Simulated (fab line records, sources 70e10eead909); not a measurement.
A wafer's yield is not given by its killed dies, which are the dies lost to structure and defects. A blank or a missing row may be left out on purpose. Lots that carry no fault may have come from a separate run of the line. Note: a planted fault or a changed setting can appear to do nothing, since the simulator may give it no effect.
Matching of chambers	flow nandHarc	4 sister chambers for NHARC_P_ZERO_WELL_DESCUM_26 on rieDiel-09
The step chemistry O2, time 3 s. 16 wafers are shown with their chamber, then 8 later ones without.

WAFERS WITH THEIR CHAMBER
wafer	chamber	drypumpMotorCurrentA (A)	oesProductAu (a.u.)	throttleValvePct (%)
L074.2	2	5.8	1.006	11.303
L074.3	0	5.2	1.014	11.295
L074.5	3	5.2	0.992	11.322
L075.2	2	5.9	1.006	11.306
L075.3	0	5.2	1.023	11.313
L075.4	3	5.1	0.996	11.324
L076.1	1	5.2	0.993	11.309
L076.3	0	5.2	1.024	11.325
L076.6	0	5.2	1.013	11.304
L077.2	0	5.2	1.009	11.321
L077.3	2	5.8	0.994	11.307
L077.6	1	5.2	0.995	11.295
L081.3	0	5.2	1.008	11.316
L081.4	3	5.2	0.991	11.316
L081.6	0	5.2	1.006	11.324
L083.1	1	5.2	0.996	11.315

SIGNATURES, as means of the wafers listed above
reading	chamber 0	chamber 1	chamber 2	chamber 3	scatter within a chamber
drypumpMotorCurrentA	5.200	5.200	5.833	5.167	0.0333
oesProductAu	1.01386	0.99467	1.00200	0.99300	0.00593
throttleValvePct	11.31400	11.30633	11.30533	11.32067	0.00908
Rule: for a wafer and a chamber, the distance is found by dividing, reading by reading, the gap between the wafer's reading and the chamber's mean by the reading's scatter, squaring, summing and taking the root. The wafer belongs to the nearest chamber; if the next one is less than 2 further off, it can't be placed. The scatter: take each reading less its chamber's mean, square it, sum over the shown wafers, divide by the number of wafers less the number of chambers, and take the root.

WAFERS WITH NO CHAMBER GIVEN
wafer	drypumpMotorCurrentA (A)	oesProductAu (a.u.)	throttleValvePct (%)
L083.2	5.2	0.989	11.314
L083.6	5.9	0.989	11.311
L086.2	5.9	0.985	11.313
L086.3	5.2	1.010	11.319
L086.5	5.2	1.006	11.315
L087.4	5.2	1.011	11.323
L087.5	5.2	1.008	11.307
L087.6	5.2	1.010	11.310

EACH ONE'S CHAMBER
wafer	from the rows above	in truth
L083.2	can't be placed: 1 or 3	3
L083.6	2	2
L086.2	2	2
L086.3	0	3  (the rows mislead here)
L086.5	can't be placed: 0 or 1 or 3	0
L087.4	0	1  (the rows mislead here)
L087.5	can't be placed: 0 or 1 or 3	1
L087.6	can't be placed: 0 or 1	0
Correct placement for 2 of the 8. These rows do not allow placing 4 (true chamber among the candidates in 4). Wrongly placed: 2.
